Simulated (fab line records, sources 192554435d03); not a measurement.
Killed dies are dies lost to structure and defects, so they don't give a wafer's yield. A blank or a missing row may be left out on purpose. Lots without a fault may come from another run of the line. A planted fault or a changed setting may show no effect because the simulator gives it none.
Which tool did it? | flow n5_finfet | 10 lots, 27 wafers sampled, at 5 steps of a route of 1938

WHAT THE GAUGES READ, wafer by wafer
N5_BEOL_M0_SAQP_THK_MEAS_05. Usual: thk_nm 59.8 nm, standard deviation 0.66.
lot  | measured     | on            | thk_nm (nm)    | flag
L862 | day 6 03:24  | film_metro-01 | 59.1 58.9 60.2 |
L863 | day 6 10:36  | film_metro-02 | 59.2 59.4 60.0 |
L864 | day 6 19:18  | film_metro-01 | 60.0 61.0 61.1 |
L865 | day 6 22:36  | film_metro-01 | 60.0 60.4 60.7 |
L868 | day 7 19:29  | film_metro-02 | 59.3 58.9 60.0 |
L875 | day 9 13:43  | film_metro-02 | 59.2 60.8      |
L876 | day 9 19:56  | film_metro-01 | 59.7 60.7      |
L879 | day 10 13:16 | film_metro-01 | 59.2 60.7 59.8 |
L881 | day 10 20:01 | film_metro-01 | 60.0 60.3      |
L882 | day 11 02:54 | film_metro-02 | 59.9 59.8 61.3 |

N5_BEOL_M4_RC_MEAS_101. Usual: DIBL_N 37.1 mV/V, standard deviation 1.9; DIBL_P 37.2 mV/V, standard deviation 2.3; IOFF_N 0.18 nA/um, standard deviation 0.04; IOFF_P 0.23 nA/um, standard deviation 0.044; ION_N 682 uA/um, standard deviation 11; ION_P 468 uA/um, standard deviation 8.6; SS_N 71.9 mV/dec, standard deviation 0.68; SS_P 73.5 mV/dec, standard deviation 0.74; VT_N 248 mV, standard deviation 3.4; VT_P -248 mV, standard deviation 3.4.
lot  | measured     | on        | DIBL_N (mV/V)  | DIBL_P (mV/V)  | IOFF_N (nA/um) | IOFF_P (nA/um) | ION_N (uA/um) | ION_P (uA/um) | SS_N (mV/dec)  | SS_P (mV/dec)  | VT_N (mV)   | VT_P (mV)      | flag
L862 | day 8 19:58  | prober-02 | 38.1 35.6 35.8 | 37.6 34.7 34.2 | 0.21 0.15 0.16 | 0.31 0.24 0.24 | 687 673 680   | 479 473 473   | 72.3 71.4 70.9 | 74.1 73.8 73.1 | 246 248 247 | -240 -245 -246 |
L863 | day 8 22:40  | prober-01 | 36.9 37.0 34.1 | 36.5 37.8 34.2 | 0.16 0.17 0.12 | 0.24 0.28 0.20 | 675 681 673   | 468 473 469   | 72.0 72.5 70.9 | 73.9 74.3 72.2 | 249 250 253 | -244 -245 -248 |
L864 | day 9 00:59  | prober-01 | 40.9 38.7 39.4 | 38.9 35.7 37.6 | 0.24 0.19 0.19 | 0.29 0.22 0.25 | 696 677 678   | 474 460 463   | 72.2 71.5 71.9 | 73.9 72.8 73.9 | 242 246 248 | -246 -248 -248 |
L865 | day 9 08:40  | prober-01 | 33.4 37.4 34.6 | 32.2 36.3 34.1 | 0.12 0.18 0.14 | 0.17 0.22 0.19 | 669 675 674   | 460 459 462   | 71.7 71.8 71.1 | 71.5 72.9 72.6 | 251 251 252 | -250 -248 -249 |
L868 | day 10 00:47 | prober-02 | 35.6 36.6 37.1 | 34.3 35.9 36.2 | 0.13 0.17 0.17 | 0.16 0.19 0.20 | 683 696 693   | 460 481 474   | 71.8 71.9 71.8 | 72.7 72.9 73.7 | 252 249 248 | -254 -253 -252 |
L875 | day 11 21:11 | prober-01 | 40.2 37.6      | 42.0 39.5      | 0.26 0.20      | 0.30 0.26      | 697 687       | 471 465       | 73.5 72.0      | 74.6 74.1      | 244 246     | -245 -248      |
L876 | day 12 01:57 | prober-02 | 37.3 37.4      | 37.4 37.3      | 0.18 0.16      | 0.22 0.21      | 687 676       | 471 470       | 72.5 72.7      | 73.9 72.8      | 247 251     | -251 -251      |
L879 | day 13 04:58 | prober-01 | 37.6 37.4 41.7 | 40.2 39.5 43.6 | 0.21 0.19 0.32 | 0.29 0.26 0.37 | 688 681 699   | 473 464 477   | 72.1 71.8 73.5 | 74.6 74.0 75.8 | 246 247 240 | -246 -246 -244 |
L881 | day 13 06:49 | prober-01 | 36.3 32.8      | 37.3 33.6      | 0.19 0.13      | 0.26 0.20      | 689 652       | 471 457       | 72.2 71.2      | 73.4 71.7      | 246 253     | -245 -250      |
L882 | day 13 09:58 | prober-02 | 36.4 36.8 37.0 | 36.7 36.7 37.2 | 0.17 0.17 0.18 | 0.21 0.22 0.23 | 672 671 675   | 459 454 460   | 71.2 72.2 71.9 | 73.0 73.5 73.8 | 248 248 247 | -252 -250 -250 |

WHICH TOOL RAN EACH LOT (tool, then ch and the chambers of the sampled wafers, then the start)
lot  | N5_BEOL_M0_SAQP_PECVD_96        | N5_BEOL_M0_SAQP_ETCH_83            | N5_BEOL_M0_SAQP_RECESS_114
L862 | pecvd-03 ch 1,2, day 6 03:13    | rie_diel-06 ch 1,3, day 6 03:53    | vapor_etch-02 ch 0, day 6 04:21
L863 | pecvd-02 ch 0,1,2, day 6 10:25  | rie_diel-04 ch 1,2, day 6 11:05    | vapor_etch-02 ch 0,1, day 6 11:35
L864 | pecvd-03 ch 0,2, day 6 19:07    | rie_diel-04 ch 0,3, day 6 19:48    | vapor_etch-02 ch 0,1, day 6 20:16
L865 | pecvd-01 ch 0,1,2, day 6 22:25  | rie_diel-04 ch 0,2,3, day 6 23:34  | vapor_etch-01 ch 0,1, day 7 00:05
L868 | pecvd-02 ch 0,1,2, day 7 19:19  | rie_diel-04 ch 1,2, day 7 19:58    | vapor_etch-01 ch 0,1, day 7 20:34
L875 | pecvd-03 ch 1,2, day 9 13:32    | rie_diel-04 ch 0,2, day 9 14:22    | vapor_etch-02 ch 0,1, day 9 14:58
L876 | pecvd-02 ch 0,2, day 9 19:46    | rie_diel-04 ch 1,2, day 9 20:32    | vapor_etch-02 ch 1, day 9 21:08
L879 | pecvd-03 ch 0,1, day 10 13:05   | rie_diel-04 ch 0,2,3, day 10 13:47 | vapor_etch-02 ch 0,1, day 10 14:16
L881 | pecvd-01 ch 1,2, day 10 19:46   | rie_diel-02 ch 0,2, day 10 20:37   | vapor_etch-02 ch 1, day 10 21:05
L882 | pecvd-03 ch 0,1,2, day 11 02:43 | rie_diel-06 ch 1,2, day 11 03:30   | vapor_etch-02 ch 0, day 11 03:58
- N5_BEOL_M0_SAQP_PECVD_96: deposits a-Si from SiH4/He, target thk 45 nm, time 45.2 s.
- N5_BEOL_M0_SAQP_ETCH_83: etches SiARC in CF4, target depth 39 nm, time 65 s.
- N5_BEOL_M0_SAQP_RECESS_114: chemistry HF/NH3, target SiO2, target depth 14.4 nm, afs cycles 3, sublimation time 60 s.

WHAT THE TOOLS THEMSELVES READ (means of the sampled wafers that have a number; where no wafer has one, the mark that the record gives instead)
N5_BEOL_M0_SAQP_PECVD_96. Usual: heater_power_w 609 W, standard deviation 54; showerhead_plenum_p_Torr 5.65 Torr, standard deviation 0.046; throttle_valve_pct 18.0 %, standard deviation 0.98.
lot  | tool     | heater_power_w (W) | showerhead_plenum_p_Torr (Torr) | throttle_valve_pct (%) | flag
L862 | pecvd-03 | 672                | 5.67                            | 17.3                   |
L863 | pecvd-02 | 601                | 5.66                            | 18.1                   |
L864 | pecvd-03 | 586                | 5.67                            | 17.5                   |
L865 | pecvd-01 | 584                | 5.58                            | 18.9                   |
L868 | pecvd-02 | 580                | 5.65                            | 18.3                   |
L875 | pecvd-03 | 604                | 5.68                            | 17.1                   |
L876 | pecvd-02 | 626                | 5.67                            | 18.6                   |
L879 | pecvd-03 | 680                | 5.66                            | 17.6                   |
L881 | pecvd-01 | 537                | 5.55                            | 19.0                   |
L882 | pecvd-03 | 633                | 5.67                            | 17.1                   |

N5_BEOL_M0_SAQP_ETCH_83. Usual: drypump_motor_current_A 5.8 A, standard deviation 0.34; etch_rf_on_time_s 65.1 s, standard deviation 1.5; oes_product_au 0.70 a.u., standard deviation 0.065; rf_vpp_V 184.3 V, standard deviation 1.3; showerhead_plenum_p_Torr 2.15 Torr, standard deviation 0.079; throttle_valve_pct 15.52 %, standard deviation 0.22.
lot  | tool        | drypump_motor_current_A (A) | etch_rf_on_time_s (s) | oes_product_au (a.u.) | rf_vpp_V (V) | showerhead_plenum_p_Torr (Torr) | throttle_valve_pct (%) | flag
L862 | rie_diel-06 | 6.0                         | 64.8                  | 0.72                  | 184.0        | 2.14                            | 15.30                  |
L863 | rie_diel-04 | 5.5                         | 65.6                  | 0.64                  | 183.1        | 2.12                            | 15.69                  |
L864 | rie_diel-04 | 5.8                         | 64.5                  | 0.82                  | 183.3        | 2.12                            | 15.31                  |
L865 | rie_diel-04 | 5.7                         | 63.8                  | 0.79                  | 184.7        | 2.11                            | 15.46                  |
L868 | rie_diel-04 | 5.5                         | 65.4                  | 0.64                  | 182.8        | 2.11                            | 15.72                  |
L875 | rie_diel-04 | 5.6                         | 55.4                  | 0.82                  | 183.5        | 2.08                            | 15.45                  | OFF
L876 | rie_diel-04 | 5.5                         | 44.6                  | 0.81                  | 183.5        | 2.10                            | 15.73                  | OFF
L879 | rie_diel-04 | 5.6                         | 56.9                  | 0.81                  | 183.2        | 2.11                            | 15.52                  | OFF
L881 | rie_diel-02 | 5.8                         | 65.3                  | 0.65                  | 183.9        | 2.15                            | 15.90                  |
L882 | rie_diel-06 | 6.1                         | 64.5                  | 0.72                  | 184.3        | 2.14                            | 15.34                  |

N5_BEOL_M0_SAQP_RECESS_114. Usual: drypump_motor_current_A 6.0 A, standard deviation 0.55.
lot  | tool          | drypump_motor_current_A (A) | flag
L862 | vapor_etch-02 | 6.2                         |
L863 | vapor_etch-02 | 6.2                         |
L864 | vapor_etch-02 | 6.2                         |
L865 | vapor_etch-01 | 5.3                         |
L868 | vapor_etch-01 | 5.8                         |
L875 | vapor_etch-02 | 6.2                         |
L876 | vapor_etch-02 | 6.2                         |
L879 | vapor_etch-02 | 6.2                         |
L881 | vapor_etch-02 | 6.2                         |
L882 | vapor_etch-02 | 6.2                         |

THE ANSWER, worked out from the rows above alone
Rule: a lot is off if the mean of its wafers that have a number lies more than 3 standard deviations from the usual mean. A lot without any number at a reading at which 4 lots or more have one is off too. The other lots that the step has rows for count as sound. The gauges are gone through in route order, then the tools' own readings, and for those a lot's mean is taken as printed above. The first step at which some lot is off is used, and at that step the reading that is off furthest; a lot without a number counts as furthest.
Off: L875, L876, L879, at N5_BEOL_M0_SAQP_ETCH_83 (etch_rf_on_time_s).
A tool fits if, at that step or a process step before it, it ran every lot that is off, and no sound lot after the first of them. One fits: rie_diel-04 at N5_BEOL_M0_SAQP_ETCH_83. Its last sound lot is L868 (day 7 19:58), its first lot that is off L875 (day 9 14:22): a fault that began between those two fits.
The tool's own readings at N5_BEOL_M0_SAQP_ETCH_83 bear it out: on the lots that are off they differ by more than 5 times the standard deviation of the sound lots' means. etch_rf_on_time_s reads 52.3 s there against 64.8 s on the sound lots.

WHAT THE SIMULATOR HAD PUT IN
Process parameter drift: rie_diel-04, from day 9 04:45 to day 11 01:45, at N5_BEOL_M0_SAQP_ETCH_83. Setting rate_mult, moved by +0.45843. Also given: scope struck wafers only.
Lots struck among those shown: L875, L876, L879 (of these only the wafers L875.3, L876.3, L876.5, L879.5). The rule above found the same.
